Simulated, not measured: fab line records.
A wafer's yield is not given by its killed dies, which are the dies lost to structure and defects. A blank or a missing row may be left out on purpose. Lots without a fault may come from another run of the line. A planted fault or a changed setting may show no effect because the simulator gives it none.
Split-lot trial -- flow n5 finfet -- 21 wafers read from 7 lots, route of 1938 steps

THE SPLIT ITSELF
At N5_BEOL_M10_PECVD_70 (deposits SiO2 from TEOS/O2, target thk 20 nm, time 22.7 s), the setting time s was moved away from the recipe's 22.7 s on 7 of the 21 wafers read, by +5.5% to +13.6%. All remaining wafers had this setting at the recipe value.

Reading taken at the split's own step.

THE READING
SiO2_of_BEOL_M10_PECVD_70.thk nm (the simulator's own value, which no gauge read), in nm, at N5_BEOL_M10_PECVD_70 (deposits SiO2 from TEOS/O2, target thk 20 nm, time 22.7 s). There is no usual value for it anywhere in the file. The 14 wafers here that ran the recipe average 20.2 nm, standard deviation 0.29 nm.

wafer,"tool, chamber at the split","time s as run, s",against the recipe,"SiO2_of_BEOL_M10_PECVD_70.thk nm, nm",against lot-mates on the recipe
L079.3,"pecvd-02, 1,1,0",22.7,recipe,20.2,-
L079.4,"pecvd-02, 1,1,0",22.7,recipe,20.2,-
L079.6,"pecvd-02, 1,1,0",22.7,recipe,20.2,-
L085.1,"pecvd-02, 1,0",22.7,recipe,20.4,-
L085.4,"pecvd-02, 1,0",22.7,recipe,20.4,-
L085.5,"pecvd-02, 1",22.7,recipe,20.8,-
L089.3,"pecvd-03, 2",22.7,recipe,19.8,-
L089.5,"pecvd-03, 0",22.7,recipe,20.4,-
L089.6,"pecvd-03, 2",25.78,+13.6%,22.8,+2.7
L087.2,"pecvd-01, 1,2",22.7,recipe,19.8,-
L087.3,"pecvd-01, 1,2",22.7,recipe,19.8,-
L087.5,"pecvd-01, 1",22.7,recipe,20.2,-
L090.2,"pecvd-03, 1",22.7,recipe,20.2,-
L090.5,"pecvd-03, 2",23.95,+5.5%,21.4,+1.1
L090.6,"pecvd-03, 0",22.7,recipe,20.4,-
L094.1,"pecvd-03, 0,1",24.26,+6.9%,21.6,no lot-mate on the recipe
L094.4,"pecvd-03, 0,1",24.26,+6.9%,21.6,no lot-mate on the recipe
L094.6,"pecvd-03, 2",24.26,+6.9%,21.8,no lot-mate on the recipe
L097.2,"pecvd-02, 0",24.81,+9.3%,21.4,+1.6
L097.3,"pecvd-02, 2",22.7,recipe,19.8,-
L097.6,"pecvd-02, 1",24.81,+9.3%,22,+2.2
Rows listing several chambers each stand for several wafers; the file does not say which wafer went through which chamber.

FIT RESULTS
A straight line over all 21 wafers: SiO2_of_BEOL_M10_PECVD_70.thk nm changes by +0.189 nm for each +1% of time s; r = +0.94; the points scatter about the line by 0.29 nm.
The same after taking each lot's own level away (the mean of its wafers on the recipe; 18 wafers): +0.201 nm for each +1%; r = +0.98; scatter 0.19 nm.
That fit puts the effect of the largest move of time s on the reading at 2.7 nm.
From 19.80 to 20.53 nm: that is the span of the lots' own levels, equal to 2.6 times the standard deviation above.
The two slopes agree, so the slope changes little with the lot-to-lot level.
Check: for one of the wafers moved furthest among these (+13.6%), held out of the fit, the line's prediction against its lot-mates is +2.76 nm. Against them it came out at +2.7 nm.

THESE WAFERS: OTHER SPLITS
Other splits were also applied to these wafers ahead of the reading. Each is held against what the fit with the lots' levels taken away leaves over:
other split on the same wafers,wafers away from the commonest value,r with SiO2_of_BEOL_M10_PECVD_70.thk nm (lot level and that fit taken away)
N5_BEOL_M8_EXPOSE_25 dose mj,9,-0.19
N5_BEOL_M8_TRENCH_ETCH_37 time s,10,-0.02
N5_BEOL_M8_CURE_75 time s,7,+0.12

FILE'S OWN FIT
SiO2_of_BEOL_M10_PECVD_70.thk nm changes by +0.201 nm for each +1% of time s, r = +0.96.
